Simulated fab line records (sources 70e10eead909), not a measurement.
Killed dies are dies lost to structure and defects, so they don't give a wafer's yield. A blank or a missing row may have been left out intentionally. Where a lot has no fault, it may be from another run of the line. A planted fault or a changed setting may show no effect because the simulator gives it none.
Matching of chambers	flow nand_harc	NHARC_A_CONTACT_DEP_58 on pecvd-01: 3 sister chambers
The step deposits SiON, target thk 60 nm. 24 wafers are shown with their chamber, then 12 later ones without.

== WAFERS PAIRED WITH THEIR CHAMBERS ==
wafer	chamber	heater_power_w (W)	rf_fwd_power_W (W)
L074.3	1	785	348.0
L074.4	2	935	348.9
L074.6	2	948	347.4
L075.1	1	830	349.2
L075.4	1	828	348.7
L075.6	2	930	348.0
L078.2	2	862	348.0
L078.5	2	897	347.9
L078.6	1	800	349.6
L076.2	1	709	349.1
L076.3	1	706	348.7
L076.6	1	732	348.9
L086.1	0	778	346.7
L086.2	1	742	349.7
L086.4	0	748	348.9
L085.1	1	742	348.5
L085.2	2	977	347.4
L085.5	1	745	349.7
L091.2	2	920	345.6
L091.3	1	731	347.2
L091.6	0	772	348.6
L088.3	0	777	348.3
L088.4	2	875	349.8
L088.6	1	752	349.7

SIGNATURES, as means of the wafers listed above
reading	chamber 0	chamber 1	chamber 2	scatter within a chamber
heater_power_w	768.75	758.50	918.00	38.2
rf_fwd_power_W	348.125	348.917	347.875	0.97
Rule: for a wafer and a chamber, the distance is found by dividing, reading by reading, the gap between the wafer's reading and the chamber's mean by the reading's scatter, squaring, summing and taking the root. The wafer belongs to the nearest chamber; if the next one is less than 2 further off, it can't be placed. The scatter: the root of (the sum of the squares of (reading less its chamber's mean) over the shown wafers, divided by (wafers less chambers)).

== WAFERS MISSING THEIR CHAMBER ==
wafer	heater_power_w (W)	rf_fwd_power_W (W)
L090.1	706	349.2
L090.2	1019	347.2
L090.6	766	349.5
L094.1	684	347.6
L094.2	781	347.6
L094.4	982	348.2
L095.2	1015	347.9
L095.3	772	348.4
L095.4	1019	348.8
L096.1	924	348.2
L096.3	715	351.3
L096.4	919	349.1

== CHAMBER TAKEN BY EACH ==
wafer	from the rows above	in truth
L090.1	can't be placed: 1 or 0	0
L090.2	2	2
L090.6	can't be placed: 1 or 0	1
L094.1	can't be placed: 0 or 1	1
L094.2	can't be placed: 0 or 1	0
L094.4	2	2
L095.2	2	2
L095.3	can't be placed: 0 or 1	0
L095.4	2	2
L096.1	2	2
L096.3	can't be placed: 1 or 0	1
L096.4	2	2
Correct placement for 6 of the 12. Can't be placed from these rows: 6 (the true chamber is among the candidates in 6). 0 placed wrongly.
